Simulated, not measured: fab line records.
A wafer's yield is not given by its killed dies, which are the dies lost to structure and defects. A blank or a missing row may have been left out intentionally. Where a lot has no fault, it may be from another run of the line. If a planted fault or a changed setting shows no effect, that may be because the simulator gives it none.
Chamber matching / flow nand_harc / NHARC_A_STAIRCASE_DEP_325 on pecvd-03 has 3 sister chambers
The step deposits SiO2, target thk 7200 nm. 18 wafers are shown with their chamber, then 9 later ones without.

== WAFERS PAIRED WITH THEIR CHAMBERS ==
wafer=L077.2; chamber=1; heater_power_w (W)=567; heater_power_outer_w (W)=347
wafer=L077.4; chamber=1; heater_power_w (W)=492; heater_power_outer_w (W)=294
wafer=L077.5; chamber=0; heater_power_w (W)=610; heater_power_outer_w (W)=376
wafer=L079.1; chamber=0; heater_power_w (W)=734; heater_power_outer_w (W)=456
wafer=L079.4; chamber=0; heater_power_w (W)=605; heater_power_outer_w (W)=378
wafer=L079.5; chamber=1; heater_power_w (W)=502; heater_power_outer_w (W)=283
wafer=L080.1; chamber=2; heater_power_w (W)=646; heater_power_outer_w (W)=363
wafer=L080.2; chamber=0; heater_power_w (W)=743; heater_power_outer_w (W)=488
wafer=L080.4; chamber=0; heater_power_w (W)=600; heater_power_outer_w (W)=377
wafer=L084.2; chamber=2; heater_power_w (W)=702; heater_power_outer_w (W)=382
wafer=L084.3; chamber=1; heater_power_w (W)=621; heater_power_outer_w (W)=368
wafer=L084.6; chamber=0; heater_power_w (W)=615; heater_power_outer_w (W)=379
wafer=L087.1; chamber=0; heater_power_w (W)=679; heater_power_outer_w (W)=438
wafer=L087.5; chamber=0; heater_power_w (W)=598; heater_power_outer_w (W)=375
wafer=L087.6; chamber=1; heater_power_w (W)=494; heater_power_outer_w (W)=291
wafer=L090.1; chamber=1; heater_power_w (W)=617; heater_power_outer_w (W)=369
wafer=L090.2; chamber=2; heater_power_w (W)=686; heater_power_outer_w (W)=357
wafer=L090.5; chamber=0; heater_power_w (W)=599; heater_power_outer_w (W)=379

SIGNATURES (averages over the wafers above)
reading=heater_power_w; chamber 0=642.56; chamber 1=548.83; chamber 2=678.00; scatter within a chamber=57.1
reading=heater_power_outer_w; chamber 0=405.11; chamber 1=325.33; chamber 2=367.33; scatter within a chamber=39.7
Rule: a wafer's distance from a chamber is the root of the sum, over the readings, of the square of ((its reading less the chamber's mean) divided by the reading's scatter). If the next closest chamber is less than 2 further off than the closest, the wafer can't be placed; otherwise it belongs to the closest. The scatter: take each reading less its chamber's mean, square it, sum over the shown wafers, divide by the number of wafers less the number of chambers, and take the root.

== WAFERS MISSING THEIR CHAMBER ==
wafer=L091.2; heater_power_w (W)=575; heater_power_outer_w (W)=352
wafer=L091.4; heater_power_w (W)=594; heater_power_outer_w (W)=290
wafer=L091.5; heater_power_w (W)=610; heater_power_outer_w (W)=370
wafer=L092.1; heater_power_w (W)=577; heater_power_outer_w (W)=348
wafer=L092.3; heater_power_w (W)=726; heater_power_outer_w (W)=486
wafer=L092.5; heater_power_w (W)=500; heater_power_outer_w (W)=298
wafer=L094.1; heater_power_w (W)=714; heater_power_outer_w (W)=453
wafer=L094.2; heater_power_w (W)=720; heater_power_outer_w (W)=383
wafer=L094.3; heater_power_w (W)=632; heater_power_outer_w (W)=381

== WHICH CHAMBER EACH WENT THROUGH ==
wafer=L091.2; from the rows above=can't be placed: 1 or 0 or 2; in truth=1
wafer=L091.4; from the rows above=can't be placed: 1 or 2 or 0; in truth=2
wafer=L091.5; from the rows above=can't be placed: 0 or 2 or 1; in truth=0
wafer=L092.1; from the rows above=can't be placed: 1 or 2 or 0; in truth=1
wafer=L092.3; from the rows above=can't be placed: 0 or 2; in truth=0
wafer=L092.5; from the rows above=1; in truth=1
wafer=L094.1; from the rows above=can't be placed: 0 or 2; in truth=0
wafer=L094.2; from the rows above=can't be placed: 2 or 0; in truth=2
wafer=L094.3; from the rows above=can't be placed: 0 or 2 or 1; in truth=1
1 of 9 placed correctly. Unplaceable from these rows: 8, with the true chamber sitting among the candidates in 8. Number placed wrongly: 0.
